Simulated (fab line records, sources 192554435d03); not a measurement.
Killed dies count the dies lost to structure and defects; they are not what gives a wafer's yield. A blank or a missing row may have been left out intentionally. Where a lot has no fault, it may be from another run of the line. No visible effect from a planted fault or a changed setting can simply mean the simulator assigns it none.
Matching of chambers || flow n5Finfet || 3 sister chambers for N5_BEOL_M2_PRE_CLEAN_60 on cvdCo-01
The step time 15 s. 3 wafers are shown with their chamber, then 10 later ones without.

EACH WAFER AND ITS CHAMBER
{"wafer": "L080.4", "chamber": 2, "heaterPowerW (W)": 69}
{"wafer": "L093.1", "chamber": 1, "heaterPowerW (W)": 92}
{"wafer": "L093.3", "chamber": 0, "heaterPowerW (W)": 80}

WAFERS WITHOUT THEIR CHAMBER
{"wafer": "L093.5", "heaterPowerW (W)": 90}
{"wafer": "L094.1", "heaterPowerW (W)": 84}
{"wafer": "L094.3", "heaterPowerW (W)": 90}
{"wafer": "L094.4", "heaterPowerW (W)": 82}
{"wafer": "L091.1", "heaterPowerW (W)": 91}
{"wafer": "L091.2", "heaterPowerW (W)": 81}
{"wafer": "L091.4", "heaterPowerW (W)": 83}
{"wafer": "L095.3", "heaterPowerW (W)": 89}
{"wafer": "L095.4", "heaterPowerW (W)": 83}
{"wafer": "L095.6", "heaterPowerW (W)": 89}

EACH ONE'S CHAMBER
{"wafer": "L093.5", "from the rows above": 1, "in truth": 1}
{"wafer": "L094.1", "from the rows above": "can't be placed: 0 or 1", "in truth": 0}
{"wafer": "L094.3", "from the rows above": 1, "in truth": 1}
{"wafer": "L094.4", "from the rows above": 0, "in truth": 0}
{"wafer": "L091.1", "from the rows above": 1, "in truth": 1}
{"wafer": "L091.2", "from the rows above": 0, "in truth": 0}
{"wafer": "L091.4", "from the rows above": 0, "in truth": 0}
{"wafer": "L095.3", "from the rows above": 1, "in truth": 1}
{"wafer": "L095.4", "from the rows above": 0, "in truth": 0}
{"wafer": "L095.6", "from the rows above": 1, "in truth": 1}
Placed correctly: 9 of 10. From these rows, 1 cannot be placed; in 1 the true chamber is one of the candidates. Number placed wrongly: 0.
How it was worked out, from the rows above alone: a wafer's distance from a chamber is the root of the sum, over the readings, of the square of ((its reading less the chamber's mean) divided by the reading's scatter). If the next closest chamber is less than 2 further off than the closest, the wafer can't be placed; otherwise it belongs to the closest. A chamber's mean is the mean of its shown wafers. The scatter (one wafer shown for each chamber): square how far every hidden wafer sits from the nearest shown wafer, average those squares and take the square root.
